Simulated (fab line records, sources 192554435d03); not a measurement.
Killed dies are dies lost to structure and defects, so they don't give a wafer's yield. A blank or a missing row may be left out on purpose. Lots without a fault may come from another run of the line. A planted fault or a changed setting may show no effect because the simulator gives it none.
Split-lot experiment | flow n5_finfet | 7 lots, 39 wafers read, on a route of 1938 steps

THE SPLIT
At N5_SPACER0_ALD_00 (deposits SiOCN, target thk 3.5 nm, pulse time 3 s, purge time 2 s), the setting ald_cycles was moved away from the recipe's 58 on 9 of the 39 wafers read, by +10.3% to +15.5%. The other wafers ran this setting at the recipe's value.

The reading is taken at the split's own step.

THE READING
SiOCN_of_SPACER0_ALD_00.thk_nm (the simulator's own value, which no gauge read), in nm, at N5_SPACER0_ALD_00 (deposits SiOCN, target thk 3.5 nm, pulse time 3 s, purge time 2 s). The file gives no usual value for it. The 30 wafers here that ran the recipe average 3.5 nm, standard deviation 0.099 nm.

wafer  | tool, chamber at the split | ald_cycles as run | against the recipe | SiOCN_of_SPACER0_ALD_00.thk_nm, nm | against lot-mates on the recipe
L074.1 | ald_sin-03, 1              | 58                | recipe             | 3.4                                | -
L074.6 | ald_sin-03, 1              | 58                | recipe             | 3.4                                | -
L074.2 | ald_sin-03, 3,2,0,0        | 58                | recipe             | 3.6                                | -
L074.3 | ald_sin-03, 3,2,0,0        | 58                | recipe             | 3.6                                | -
L074.4 | ald_sin-03, 3,2,0,0        | 58                | recipe             | 3.6                                | -
L074.5 | ald_sin-03, 3,2,0,0        | 58                | recipe             | 3.6                                | -
L075.1 | ald_sin-02, 0              | 58                | recipe             | 3.6                                | -
L075.5 | ald_sin-02, 0              | 58                | recipe             | 3.6                                | -
L075.3 | ald_sin-02, 2              | 58                | recipe             | 3.4                                | -
L079.1 | ald_sin-02, 0,1            | 58                | recipe             | 3.6                                | -
L079.2 | ald_sin-02, 0,1            | 58                | recipe             | 3.6                                | -
L079.3 | ald_sin-02, 2,3,0,1        | 58                | recipe             | 3.4                                | -
L079.4 | ald_sin-02, 2,3,0,1        | 58                | recipe             | 3.4                                | -
L079.5 | ald_sin-02, 2,3,0,1        | 58                | recipe             | 3.4                                | -
L079.6 | ald_sin-02, 2,3,0,1        | 58                | recipe             | 3.4                                | -
L080.1 | ald_sin-02, 1              | 58                | recipe             | 3.4                                | -
L080.2 | ald_sin-02, 2,3,2          | 64                | +10.3%             | 3.8                                | +0.3
L080.3 | ald_sin-02, 2,3,2          | 64                | +10.3%             | 3.8                                | +0.3
L080.6 | ald_sin-02, 2,3,2          | 64                | +10.3%             | 3.8                                | +0.3
L080.4 | ald_sin-02, 0,1            | 58                | recipe             | 3.6                                | -
L080.5 | ald_sin-02, 0,1            | 58                | recipe             | 3.6                                | -
L081.1 | ald_sin-02, 2,1,0,0,3      | 58                | recipe             | 3.6                                | -
L081.3 | ald_sin-02, 2,1,0,0,3      | 58                | recipe             | 3.6                                | -
L081.4 | ald_sin-02, 2,1,0,0,3      | 58                | recipe             | 3.6                                | -
L081.5 | ald_sin-02, 2,1,0,0,3      | 58                | recipe             | 3.6                                | -
L081.6 | ald_sin-02, 2,1,0,0,3      | 58                | recipe             | 3.6                                | -
L081.2 | ald_sin-02, 3              | 58                | recipe             | 3.4                                | -
L086.1 | ald_sin-03, 3,0,1          | 58                | recipe             | 3.4                                | -
L086.3 | ald_sin-03, 3,0,1          | 58                | recipe             | 3.4                                | -
L086.5 | ald_sin-03, 3,0,1          | 58                | recipe             | 3.4                                | -
L086.2 | ald_sin-03, 1,2,2          | 67                | +15.5%             | 4                                  | +0.6
L086.4 | ald_sin-03, 1,2,2          | 67                | +15.5%             | 4                                  | +0.6
L086.6 | ald_sin-03, 1,2,2          | 67                | +15.5%             | 4                                  | +0.6
L089.1 | ald_sin-03, 2,0,2          | 67                | +15.5%             | 4                                  | +0.5
L089.4 | ald_sin-03, 2,0,2          | 67                | +15.5%             | 4                                  | +0.5
L089.5 | ald_sin-03, 2,0,2          | 67                | +15.5%             | 4                                  | +0.5
L089.2 | ald_sin-03, 1,3            | 58                | recipe             | 3.6                                | -
L089.6 | ald_sin-03, 1,3            | 58                | recipe             | 3.6                                | -
L089.3 | ald_sin-03, 3              | 58                | recipe             | 3.4                                | -
Where a row lists several chambers, the file gives one row for several wafers and doesn't say which wafer went through which chamber.

THE FIT
A straight line over all 39 wafers: SiOCN_of_SPACER0_ALD_00.thk_nm changes by +0.0308 nm for each +1% of ald_cycles; r = +0.90; the points scatter about the line by 0.09 nm.
The same after taking each lot's own level away (the mean of its wafers on the recipe; 39 wafers): +0.033 nm for each +1%; r = +0.92; scatter 0.085 nm.
On that fit, the largest move of ald_cycles shifts the reading by 0.51 nm.
The lots' own levels span 3.40 to 3.57 nm, that is 1.7 times the standard deviation above.
So the lot-to-lot level changes the slope little: the two slopes agree.
Check: with one of the wafers moved furthest among these (+15.5%) left out of the fit, the line predicts +0.495 nm for it against its lot-mates. It came out at +0.6 nm against them.

OTHER SPLITS ON THESE WAFERS
These wafers also went through other splits before the reading. Each is held against what the fit with the lots' levels taken away leaves over:
other split on the same wafers | wafers away from the commonest value | r with SiOCN_of_SPACER0_ALD_00.thk_nm (lot level and that fit taken away)
N5_FIN_SAQP_HM_DEP_72 time_s   | 15                                   | -0.10
N5_FIN_SAQP_FIN_ETCH_36 icp_w  | 18                                   | +0.01
N5_DUMMY_GATE_ETCH_37 source_w | 15                                   | -0.16
N5_SPACER0_ALD_07 target_thk_a | 18                                   | +0.23

THE FILE'S OWN FIT
SiOCN_of_SPACER0_ALD_00.thk_nm changes by +0.0328 nm for each +1% of ald_cycles, r = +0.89.
